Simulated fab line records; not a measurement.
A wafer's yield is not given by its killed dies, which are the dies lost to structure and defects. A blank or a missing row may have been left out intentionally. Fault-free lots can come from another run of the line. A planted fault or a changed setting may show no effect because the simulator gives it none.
The tool behind it: which one?	flow n5Finfet	72 wafers from 24 lots sampled at 3 of the route's 1938 steps

WHAT EACH GAUGE READ, for each wafer
N5_BEOL_M0_CUTY_CD_MEAS_57: the cd target is 200 nm.
lot	measured	on	cdNm (nm)
L074	day 5 22:34	cdSem-03	199.6 197.8 199.9
L075	day 5 23:22	cdSem-03	201.5 201.1 199.8
L076	day 6 06:19	cdSem-01	199.9 199.9 200.0
L077	day 6 09:23	cdSem-02	199.8 199.7 200.7
L078	day 6 21:30	cdSem-02	201.2 200.3 200.3
L079	day 7 00:56	cdSem-03	201.6 201.2 199.9
L080	day 7 06:28	cdSem-02	200.9 202.0 200.8
L081	day 7 12:37	cdSem-01	199.6 198.9 200.7
L082	day 7 17:29	cdSem-01	200.7 200.8 199.8
L083	day 7 22:11	cdSem-01	198.6 200.0 199.2
L084	day 8 02:19	cdSem-01	199.1 198.6 200.2
L085	day 8 12:35	cdSem-01	199.5 199.4 198.6
L086	day 8 20:51	cdSem-02	200.0 198.6 199.0
L087	day 9 03:40	cdSem-01	199.8 200.2 201.0
L088	day 9 04:10	cdSem-01	199.4 199.7 201.5
L089	day 9 09:07	cdSem-01	199.2 201.2 201.1
L090	day 9 15:32	cdSem-01	199.5 200.6 201.2
L091	day 10 00:17	cdSem-03	201.3 201.5 200.1
L092	day 10 06:20	cdSem-02	200.5 199.7 200.8
L093	day 10 12:23	cdSem-02	197.7 200.1 199.1
L094	day 10 16:00	cdSem-02	200.1 198.4 199.3
L095	day 11 00:58	cdSem-02	200.5 200.1 200.9
L096	day 11 04:50	cdSem-02	200.0 200.4 200.0
L097	day 11 07:58	cdSem-01	199.2 199.4 199.9

WHICH TOOL RAN EACH LOT (tool, then ch and the chambers of the sampled wafers, then the start)
lot	N5_BEOL_M0_SAQP_SPACER2_ETCHBACK_27	N5_BEOL_M0_SAQP_ALD_48
L074	rieDiel-06 ch 0,2, day 5 20:35	aldSin-01 ch 0,1,3, day 5 21:33
L075	rieDiel-06 ch 1,3, day 5 21:24	aldSin-01 ch 2,3, day 5 22:20
L076	rieDiel-02 ch 0,2,3, day 6 04:22	aldSin-04 ch 0,1,2, day 6 05:16
L077	rieDiel-02 ch 0,2,3, day 6 07:20	aldSin-01 ch 0,2,3, day 6 08:23
L078	rieDiel-01 ch 1,2, day 6 19:29	aldSin-04 ch 0,1,3, day 6 20:29
L079	rieDiel-01 ch 1,2, day 6 22:49	aldSin-03 ch 0,3, day 6 23:55
L080	rieDiel-01 ch 0,1, day 7 03:21	aldSin-01 ch 0,1, day 7 05:27
L081	rieDiel-02 ch 2,3, day 7 10:26	aldSin-04 ch 1,2, day 7 11:36
L082	rieDiel-02 ch 3, day 7 15:23	aldSin-03 ch 0,3, day 7 16:28
L083	rieDiel-01 ch 2,3, day 7 20:07	aldSin-01 ch 0,1,3, day 7 21:01
L084	rieDiel-02 ch 0,1, day 8 00:11	aldSin-04 ch 1,2,3, day 8 01:18
L085	rieDiel-01 ch 0,1,2, day 8 10:38	aldSin-04 ch 1,3, day 8 11:41
L086	rieDiel-06 ch 0,2,3, day 8 18:55	aldSin-01 ch 0,2, day 8 19:50
L087	rieDiel-02 ch 0,1,2, day 9 01:28	aldSin-04 ch 0,1, day 9 02:39
L088	rieDiel-06 ch 0,2,3, day 9 02:02	aldSin-04 ch 0,1,2, day 9 03:09
L089	rieDiel-01 ch 1,3, day 9 07:04	aldSin-01 ch 2,3, day 9 08:05
L090	rieDiel-02 ch 0,2, day 9 13:07	aldSin-03 ch 0,3, day 9 14:31
L091	rieDiel-02 ch 2,3, day 9 22:22	aldSin-04 ch 1,2, day 9 23:16
L092	rieDiel-01 ch 2,3, day 10 04:21	aldSin-03 ch 0,1,3, day 10 05:16
L093	rieDiel-06 ch 0,1,3, day 10 10:12	aldSin-03 ch 0,1,2, day 10 11:18
L094	rieDiel-01 ch 0,2,3, day 10 14:01	aldSin-03 ch 2,3, day 10 14:54
L095	rieDiel-02 ch 0,1,3, day 10 22:28	aldSin-01 ch 1,2, day 11 00:05
L096	rieDiel-02 ch 0,2,3, day 11 02:52	aldSin-01 ch 1,2,3, day 11 03:47
L097	rieDiel-02 ch 0,1,3, day 11 05:57	aldSin-03 ch 1,3, day 11 06:52
- N5_BEOL_M0_SAQP_SPACER2_ETCHBACK_27: etches SiO2 in CHF3/O2, target depth 22.5 nm, time 11.25 s.
- N5_BEOL_M0_SAQP_ALD_48: deposits SiO2, target thk 20 nm, pulse time 1 s, co reactant pulse time 1 s.

AS READ BY THE TOOLS THEMSELVES (means over the sampled wafers that have a number; for cases with no such wafer, the mark the record gives instead)
N5_BEOL_M0_SAQP_SPACER2_ETCHBACK_27.
lot	tool	drypumpMotorCurrentA (A)	oes_f_703_au (a.u.)	oesProductAu (a.u.)	rfVppV (V)	showerheadPlenumPTorr (Torr)	throttleValvePct (%)
L074	rieDiel-06	5.8	0.79	0.79	518	2.50	18.97
L075	rieDiel-06	6.2	0.75	0.74	522	2.50	18.88
L076	rieDiel-02	5.7	0.77	0.76	513	2.37	18.81
L077	rieDiel-02	5.7	0.78	0.76	512	2.37	18.80
L078	rieDiel-01	5.7	0.73	0.72	519	2.46	19.10
L079	rieDiel-01	5.7	0.74	0.72	518	2.46	19.10
L080	rieDiel-01	5.4	0.83	0.85	534	2.37	19.05
L081	rieDiel-02	5.8	0.81	0.79	510	2.38	18.75
L082	rieDiel-02	5.5	0.72	0.68	511	2.45	19.02
L083	rieDiel-01	6.0	0.79	0.80	527	2.53	18.84
L084	rieDiel-02	5.8	0.80	0.79	512	2.33	18.79
L085	rieDiel-01	5.5	0.77	0.77	525	2.41	19.10
L086	rieDiel-06	6.0	0.75	0.76	522	2.47	18.98
L087	rieDiel-02	5.9	0.84	0.83	510	2.34	18.73
L088	rieDiel-06	6.0	0.75	0.75	522	2.47	18.97
L089	rieDiel-01	6.1	0.77	0.78	527	2.48	19.06
L090	rieDiel-02	5.7	0.76	0.74	514	2.31	18.79
L091	rieDiel-02	5.8	0.89	0.88	510	2.37	18.65
L092	rieDiel-01	6.0	0.78	0.78	527	2.52	18.88
L093	rieDiel-06	6.0	0.73	0.72	524	2.45	18.97
L094	rieDiel-01	5.6	0.79	0.80	530	2.46	18.89
L095	rieDiel-02	5.9	0.86	0.85	510	2.37	18.79
L096	rieDiel-02	5.7	0.83	0.81	511	2.35	18.74
L097	rieDiel-02	5.8	0.86	0.83	509	2.37	18.78

N5_BEOL_M0_SAQP_ALD_48.
lot	tool	heaterPowerW (W)	precursorPulseHeightRel
L074	aldSin-01	80	0.995
L075	aldSin-01	78	0.983
L076	aldSin-04	77	0.996
L077	aldSin-01	79	0.991
L078	aldSin-04	79	0.968
L079	aldSin-03	88	1.010
L080	aldSin-01	78	0.996
L081	aldSin-04	70	1.005
L082	aldSin-03	90	0.984
L083	aldSin-01	79	1.019
L084	aldSin-04	77	1.011
L085	aldSin-04	79	1.004
L086	aldSin-01	75	1.002
L087	aldSin-04	76	1.000
L088	aldSin-04	76	1.009
L089	aldSin-01	79	1.003
L090	aldSin-03	89	0.991
L091	aldSin-04	72	1.008
L092	aldSin-03	81	1.022
L093	aldSin-03	71	0.999
L094	aldSin-03	75	1.009
L095	aldSin-01	79	1.007
L096	aldSin-01	82	0.987
L097	aldSin-03	88	1.014

THE ANSWER, worked out from the rows above alone
Rule: what is usual is taken from the lots themselves. Put in order of their means at a reading, lots are off if they are a third of the lots or fewer, leave a main group of 4 or more, and stand apart from it by a gap of 3 or more times the standard deviation of the main group's means; of several such gaps the widest counts. If all means in a main group match to the digits the tables above print for the reading, that group is not used. A lot without any number at a reading at which 4 lots or more have one is off too. Any other lot the step has rows for is counted as sound. Order of review: gauges by route order, followed by the tools' own readings, for which a lot's mean as printed above is used. The first step at which some lot is off is used, and at that step the reading that is off furthest; a lot without a number counts as furthest.
No lot is off on any of the readings shown, so nothing can be concluded from this.

WHAT THE SIMULATOR HAD INSERTED
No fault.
